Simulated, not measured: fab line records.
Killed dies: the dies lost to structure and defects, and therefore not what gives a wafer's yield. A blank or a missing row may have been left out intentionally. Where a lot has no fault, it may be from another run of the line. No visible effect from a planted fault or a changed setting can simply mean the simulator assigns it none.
Which tool was responsible? :: flow n5_finfet :: 26 wafers from 9 lots sampled at 7 of the route's 1938 steps

== WHAT EACH GAUGE READ, for each wafer ==
N5_BEOL_M0_SAQP_CD_MEAS_14 targets a cd of 42.5 nm. Usual: cd_nm 42.6 nm, standard deviation 0.39.
lot: L259
measured: day 5 11:29
on: cd_sem-01
cd_nm (nm): 42.6 43.2
flag: 

lot: L265
measured: day 7 02:17
on: cd_sem-01
cd_nm (nm): 42.9 42.6 43.0
flag: 

lot: L270
measured: day 8 03:38
on: cd_sem-02
cd_nm (nm): 42.4 42.4 42.0
flag: 

lot: L271
measured: day 8 14:11
on: cd_sem-03
cd_nm (nm): 42.2 41.9 41.7
flag: 

lot: L272
measured: day 9 05:56
on: cd_sem-02
cd_nm (nm): 42.6 42.1 42.4
flag: 

lot: L274
measured: day 9 14:11
on: cd_sem-03
cd_nm (nm): 42.9 42.4 43.0
flag: 

lot: L275
measured: day 9 21:08
on: cd_sem-01
cd_nm (nm): 42.3 42.4 42.8
flag: 

lot: L277
measured: day 10 13:06
on: cd_sem-03
cd_nm (nm): 42.9 43.0 42.5
flag: 

lot: L281
measured: day 11 00:12
on: cd_sem-02
cd_nm (nm): 42.8 42.2 42.5
flag: 

N5_BEOL_M0_SAQP_OVL_MEAS_41. Usual: M0_CUT1_OVL typically reads 0.0 nm, with standard deviation 0.62.
lot: L259
measured: day 5 15:43
on: overlay-02
M0_CUT1_OVL (nm): 0.2 0.5
flag: 

lot: L265
measured: day 7 07:01
on: overlay-01
M0_CUT1_OVL (nm): -0.3 0.1 -0.1
flag: 

lot: L270
measured: day 8 08:51
on: overlay-02
M0_CUT1_OVL (nm): -0.5 0.0 -0.1
flag: 

lot: L271
measured: day 8 18:11
on: overlay-02
M0_CUT1_OVL (nm): -0.3 -1.2 -0.9
flag: 

lot: L272
measured: day 9 10:05
on: overlay-02
M0_CUT1_OVL (nm): 0.7 0.2 0.3
flag: 

lot: L274
measured: day 9 19:16
on: overlay-01
M0_CUT1_OVL (nm): 0.0 -0.9 -1.5
flag: 

lot: L275
measured: day 10 01:42
on: overlay-01
M0_CUT1_OVL (nm): 0.6 -0.2 0.2
flag: 

lot: L277
measured: day 10 18:55
on: overlay-01
M0_CUT1_OVL (nm): -0.4 -0.2 -0.2
flag: 

lot: L281
measured: day 11 04:23
on: overlay-02
M0_CUT1_OVL (nm): 0.6 0.6 -0.4
flag: 

N5_BEOL_M0_SAQP_INSPECT_42: inspects for defects (brightfield). Usual: raw_defect_count 278, standard deviation 66.
lot: L259
measured: day 5 15:47
on: defect_inspect-01
raw_defect_count: 268 290
flag: 

lot: L265
measured: day 7 07:04
on: defect_inspect-01
raw_defect_count: 285 219 331
flag: 

lot: L270
measured: day 8 08:55
on: defect_inspect-01
raw_defect_count: 1300 1325 1408
flag: OFF

lot: L271
measured: day 8 18:15
on: defect_inspect-01
raw_defect_count: 1388 1312 1291
flag: OFF

lot: L272
measured: day 9 10:07
on: defect_inspect-02
raw_defect_count: 238 196 254
flag: 

lot: L274
measured: day 9 19:20
on: defect_inspect-01
raw_defect_count: 445 315 421
flag: 

lot: L275
measured: day 10 01:46
on: defect_inspect-01
raw_defect_count: 230 436 246
flag: 

lot: L277
measured: day 10 18:58
on: defect_inspect-02
raw_defect_count: 177 150 227
flag: 

lot: L281
measured: day 11 04:27
on: defect_inspect-01
raw_defect_count: 235 253 214
flag: 

N5_BEOL_M0_CUTY_INSPECT_59: inspects for defects (macro). Usual: raw_defect_count 2.0, standard deviation 1.3.
lot: L259
measured: day 5 17:41
on: defect_inspect-01
raw_defect_count: 2 0
flag: 

lot: L265
measured: day 7 08:34
on: defect_inspect-02
raw_defect_count: 1 1 2
flag: 

lot: L270
measured: day 8 10:52
on: defect_inspect-02
raw_defect_count: >300 >300 >300
flag: OFF

lot: L271
measured: day 8 19:44
on: defect_inspect-01
raw_defect_count: >300 >300 >300
flag: OFF

lot: L272
measured: day 9 11:31
on: defect_inspect-02
raw_defect_count: 1 3 1
flag: 

lot: L274
measured: day 9 20:43
on: defect_inspect-02
raw_defect_count: 0 5 2
flag: 

lot: L275
measured: day 10 03:44
on: defect_inspect-01
raw_defect_count: 0 4 2
flag: 

lot: L277
measured: day 10 20:51
on: defect_inspect-01
raw_defect_count: 2 5 4
flag: 

lot: L281
measured: day 11 06:13
on: defect_inspect-01
raw_defect_count: 1 1 0
flag: 

N5_BEOL_M4_RC_MEAS_101. Usual: DIBL_N 35.3 mV/V, standard deviation 2.5; DIBL_P 35 mV/V, standard deviation 3.3; IOFF_N 0.15 nA/um, standard deviation 0.049; IOFF_P 0.20 nA/um, standard deviation 0.056; ION_N 673 uA/um, standard deviation 16; ION_P 462 uA/um, standard deviation 10; SS_N 71.2 mV/dec, standard deviation 0.85; SS_P 73.0 mV/dec, standard deviation 0.97; VT_N 252 mV, standard deviation 4.9; VT_P -251 mV, standard deviation 5.
lot: L259
measured: day 8 12:38
on: prober-02
DIBL_N (mV/V): 34.2 31.6
DIBL_P (mV/V): 33 31
IOFF_N (nA/um): 0.13 0.10
IOFF_P (nA/um): 0.19 0.15
ION_N (uA/um): 673 662
ION_P (uA/um): 461 464
SS_N (mV/dec): 70.8 70.7
SS_P (mV/dec): 72.6 71.8
VT_N (mV): 251 255
VT_P (mV): -249 -252
flag: 

lot: L265
measured: day 10 03:30
on: prober-01
DIBL_N (mV/V): 33.9 39.9 42.3
DIBL_P (mV/V): 34 41 44
IOFF_N (nA/um): 0.13 0.23 0.33
IOFF_P (nA/um): 0.19 0.32 0.39
ION_N (uA/um): 668 698 712
ION_P (uA/um): 462 479 481
SS_N (mV/dec): 70.8 72.1 73.3
SS_P (mV/dec): 72.4 74.7 75.4
VT_N (mV): 252 244 240
VT_P (mV): -251 -244 -241
flag: 

lot: L270
measured: day 10 21:34
on: prober-02
DIBL_N (mV/V): 31.2 33.6 37.8
DIBL_P (mV/V): 31 33 37
IOFF_N (nA/um): 0.09 0.11 0.19
IOFF_P (nA/um): 0.12 0.14 0.20
ION_N (uA/um): 658 654 684
ION_P (uA/um): 454 450 463
SS_N (mV/dec): 70.4 70.6 72.6
SS_P (mV/dec): 71.5 72.9 73.5
VT_N (mV): 258 256 248
VT_P (mV): -259 -258 -253
flag: 

lot: L271
measured: day 11 05:14
on: prober-02
DIBL_N (mV/V): 32.9 35.1 36.9
DIBL_P (mV/V): 32 34 37
IOFF_N (nA/um): 0.09 0.12 0.15
IOFF_P (nA/um): 0.14 0.16 0.19
ION_N (uA/um): 649 669 671
ION_P (uA/um): 452 460 461
SS_N (mV/dec): 71.6 71.0 71.4
SS_P (mV/dec): 72.4 73.0 73.3
VT_N (mV): 257 257 255
VT_P (mV): -256 -256 -251
flag: 

lot: L272
measured: day 12 03:50
on: prober-02
DIBL_N (mV/V): 35.6 36.5 37.9
DIBL_P (mV/V): 37 38 39
IOFF_N (nA/um): 0.17 0.19 0.21
IOFF_P (nA/um): 0.22 0.23 0.25
ION_N (uA/um): 685 698 689
ION_P (uA/um): 473 475 469
SS_N (mV/dec): 72.0 71.4 71.4
SS_P (mV/dec): 73.4 73.2 73.7
VT_N (mV): 249 247 245
VT_P (mV): -248 -250 -244
flag: 

lot: L274
measured: day 12 03:56
on: prober-01
DIBL_N (mV/V): 35.7 35.8 35.6
DIBL_P (mV/V): 35 37 35
IOFF_N (nA/um): 0.14 0.15 0.16
IOFF_P (nA/um): 0.22 0.27 0.23
ION_N (uA/um): 679 676 697
ION_P (uA/um): 467 478 488
SS_N (mV/dec): 71.4 71.1 71.5
SS_P (mV/dec): 73.6 73.7 73.8
VT_N (mV): 252 251 247
VT_P (mV): -247 -243 -243
flag: 

lot: L275
measured: day 12 09:24
on: prober-02
DIBL_N (mV/V): 37.0 36.2 36.2
DIBL_P (mV/V): 39 36 36
IOFF_N (nA/um): 0.18 0.16 0.15
IOFF_P (nA/um): 0.28 0.22 0.21
ION_N (uA/um): 683 672 682
ION_P (uA/um): 471 460 465
SS_N (mV/dec): 71.1 71.4 70.8
SS_P (mV/dec): 73.8 73.6 73.3
VT_N (mV): 246 246 246
VT_P (mV): -245 -247 -248
flag: 

lot: L277
measured: day 13 04:21
on: prober-01
DIBL_N (mV/V): 34.7 35.7 31.3
DIBL_P (mV/V): 35 36 31
IOFF_N (nA/um): 0.12 0.15 0.09
IOFF_P (nA/um): 0.18 0.20 0.13
ION_N (uA/um): 676 675 652
ION_P (uA/um): 471 468 453
SS_N (mV/dec): 70.4 71.0 69.6
SS_P (mV/dec): 72.4 72.7 72.6
VT_N (mV): 255 252 257
VT_P (mV): -254 -253 -257
flag: 

lot: L281
measured: day 13 09:18
on: prober-02
DIBL_N (mV/V): 30.2 31.0 31.3
DIBL_P (mV/V): 29 30 30
IOFF_N (nA/um): 0.08 0.09 0.09
IOFF_P (nA/um): 0.11 0.11 0.12
ION_N (uA/um): 665 646 648
ION_P (uA/um): 457 447 442
SS_N (mV/dec): 70.0 70.0 69.9
SS_P (mV/dec): 72.5 72.4 72.0
VT_N (mV): 259 257 259
VT_P (mV): -258 -257 -259
flag: 

== TOOL THAT RAN EACH LOT (tool first, then ch and the chambers of the sampled wafers, then the start) ==
lot: L259
N5_BEOL_M0_SAQP_SPACER1_ALD_98: ald_sin-04 ch 0,3, day 5 12:28
N5_BEOL_M0_SAQP_ETCH_107: rie_diel-03 ch 0,1, day 5 13:56

lot: L265
N5_BEOL_M0_SAQP_SPACER1_ALD_98: ald_sin-04 ch 0,1,2, day 7 03:32
N5_BEOL_M0_SAQP_ETCH_107: rie_diel-03 ch 1,2, day 7 04:59

lot: L270
N5_BEOL_M0_SAQP_SPACER1_ALD_98: ald_sin-04 ch 0,1,3, day 8 06:04
N5_BEOL_M0_SAQP_ETCH_107: rie_diel-02 ch 0,1,2, day 8 07:31

lot: L271
N5_BEOL_M0_SAQP_SPACER1_ALD_98: ald_sin-04 ch 1,2,3, day 8 15:10
N5_BEOL_M0_SAQP_ETCH_107: rie_diel-03 ch 0,1, day 8 16:37

lot: L272
N5_BEOL_M0_SAQP_SPACER1_ALD_98: ald_sin-02 ch 2,3, day 9 07:10
N5_BEOL_M0_SAQP_ETCH_107: rie_diel-01 ch 2,3, day 9 08:36

lot: L274
N5_BEOL_M0_SAQP_SPACER1_ALD_98: ald_sin-03 ch 0,2, day 9 15:10
N5_BEOL_M0_SAQP_ETCH_107: rie_diel-03 ch 0,2,3, day 9 16:38

lot: L275
N5_BEOL_M0_SAQP_SPACER1_ALD_98: ald_sin-02 ch 0,2,3, day 9 22:21
N5_BEOL_M0_SAQP_ETCH_107: rie_diel-03 ch 1,2,3, day 10 00:10

lot: L277
N5_BEOL_M0_SAQP_SPACER1_ALD_98: ald_sin-03 ch 0,1,3, day 10 15:19
N5_BEOL_M0_SAQP_ETCH_107: rie_diel-01 ch 2,3, day 10 17:11

lot: L281
N5_BEOL_M0_SAQP_SPACER1_ALD_98: ald_sin-02 ch 0,3, day 11 01:31
N5_BEOL_M0_SAQP_ETCH_107: rie_diel-02 ch 0,1,3, day 11 03:04
- N5_BEOL_M0_SAQP_SPACER1_ALD_98: deposits SiO2, target thk 12.8 nm, pulse time 1 s, purge time 2 s.
- N5_BEOL_M0_SAQP_ETCH_107: etches SiNx in CH3F/O2, target depth 30 nm.

== WHAT THE TOOLS THEMSELVES READ (means of the sampled wafers that have a number; where no wafer has one, the mark that the record gives instead) ==
N5_BEOL_M0_SAQP_SPACER1_ALD_98. Usual: heater_power_w 477 W, standard deviation 46; precursor_pulse_height_rel 0.999, standard deviation 0.022.
lot: L259
tool: ald_sin-04
heater_power_w (W): 494
precursor_pulse_height_rel: 1.009
flag: 

lot: L265
tool: ald_sin-04
heater_power_w (W): 460
precursor_pulse_height_rel: 1.001
flag: 

lot: L270
tool: ald_sin-04
heater_power_w (W): 490
precursor_pulse_height_rel: 1.014
flag: 

lot: L271
tool: ald_sin-04
heater_power_w (W): 446
precursor_pulse_height_rel: 0.984
flag: 

lot: L272
tool: ald_sin-02
heater_power_w (W): 495
precursor_pulse_height_rel: 1.013
flag: 

lot: L274
tool: ald_sin-03
heater_power_w (W): 435
precursor_pulse_height_rel: 0.993
flag: 

lot: L275
tool: ald_sin-02
heater_power_w (W): 504
precursor_pulse_height_rel: 1.027
flag: 

lot: L277
tool: ald_sin-03
heater_power_w (W): 509
precursor_pulse_height_rel: 0.996
flag: 

lot: L281
tool: ald_sin-02
heater_power_w (W): 505
precursor_pulse_height_rel: 1.008
flag: 

N5_BEOL_M0_SAQP_ETCH_107. Usual: drypump_motor_current_A 5.6 A, standard deviation 0.4; oes_product_au 0.76 a.u., standard deviation 0.081; rf_vpp_V 296 V, standard deviation 6.6; showerhead_plenum_p_Torr 1.98 Torr, standard deviation 0.062; throttle_valve_pct 16.50 %, standard deviation 0.26.
lot: L259
tool: rie_diel-03
drypump_motor_current_A (A): 5.2
oes_product_au (a.u.): 0.72
rf_vpp_V (V): 298
showerhead_plenum_p_Torr (Torr): 2.02
throttle_valve_pct (%): 16.69
flag: 

lot: L265
tool: rie_diel-03
drypump_motor_current_A (A): 5.6
oes_product_au (a.u.): 0.69
rf_vpp_V (V): 293
showerhead_plenum_p_Torr (Torr): 1.95
throttle_valve_pct (%): 16.80
flag: 

lot: L270
tool: rie_diel-02
drypump_motor_current_A (A): 5.7
oes_product_au (a.u.): 0.83
rf_vpp_V (V): 296
showerhead_plenum_p_Torr (Torr): 2.00
throttle_valve_pct (%): 16.41
flag: 

lot: L271
tool: rie_diel-03
drypump_motor_current_A (A): 5.2
oes_product_au (a.u.): 0.69
rf_vpp_V (V): 296
showerhead_plenum_p_Torr (Torr): 2.00
throttle_valve_pct (%): 16.78
flag: 

lot: L272
tool: rie_diel-01
drypump_motor_current_A (A): 6.1
oes_product_au (a.u.): 0.73
rf_vpp_V (V): 292
showerhead_plenum_p_Torr (Torr): 1.96
throttle_valve_pct (%): 16.60
flag: 

lot: L274
tool: rie_diel-03
drypump_motor_current_A (A): 5.5
oes_product_au (a.u.): 0.81
rf_vpp_V (V): 293
showerhead_plenum_p_Torr (Torr): 1.97
throttle_valve_pct (%): 16.48
flag: 

lot: L275
tool: rie_diel-03
drypump_motor_current_A (A): 5.3
oes_product_au (a.u.): 0.80
rf_vpp_V (V): 290
showerhead_plenum_p_Torr (Torr): 1.94
throttle_valve_pct (%): 16.55
flag: 

lot: L277
tool: rie_diel-01
drypump_motor_current_A (A): 6.1
oes_product_au (a.u.): 0.72
rf_vpp_V (V): 296
showerhead_plenum_p_Torr (Torr): 2.00
throttle_valve_pct (%): 16.38
flag: 

lot: L281
tool: rie_diel-02
drypump_motor_current_A (A): 5.5
oes_product_au (a.u.): 0.83
rf_vpp_V (V): 297
showerhead_plenum_p_Torr (Torr): 2.00
throttle_valve_pct (%): 16.33
flag: 

== THE ANSWER, worked out from the rows above alone ==
Rule: a lot counts as off when the mean over its wafers that have a number is more than 3 standard deviations away from the usual mean. A lot without any number at a reading at which 4 lots or more have one is off too. Any other lot the step has rows for is counted as sound. First the gauges in route order, then the tools' own readings, where a lot's mean is used as printed above. At the first step where some lot is off, the reading lying furthest off is the one used; lots without a number count as furthest.
Off, at N5_BEOL_M0_SAQP_INSPECT_42 on raw_defect_count: L270, L271.
If a tool, at a process step before that reading, ran all the lots that are off and no sound lot after the first of them, it fits. The gauges at N5_BEOL_M0_SAQP_INSPECT_42 are tried like those tools. One fits: ald_sin-04 at N5_BEOL_M0_SAQP_SPACER1_ALD_98. Its last sound lot is L265 (day 7 03:32), its first lot that is off L270 (day 8 06:04): a fault that began between those two fits.

== WHAT WAS PUT IN BY THE SIMULATOR ==
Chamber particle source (ald_sin-04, N5_BEOL_M0_SAQP_SPACER1_ALD_98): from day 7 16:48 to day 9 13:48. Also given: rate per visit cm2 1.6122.
Struck lots among those shown: L270, L271. The same result came from the rule above.
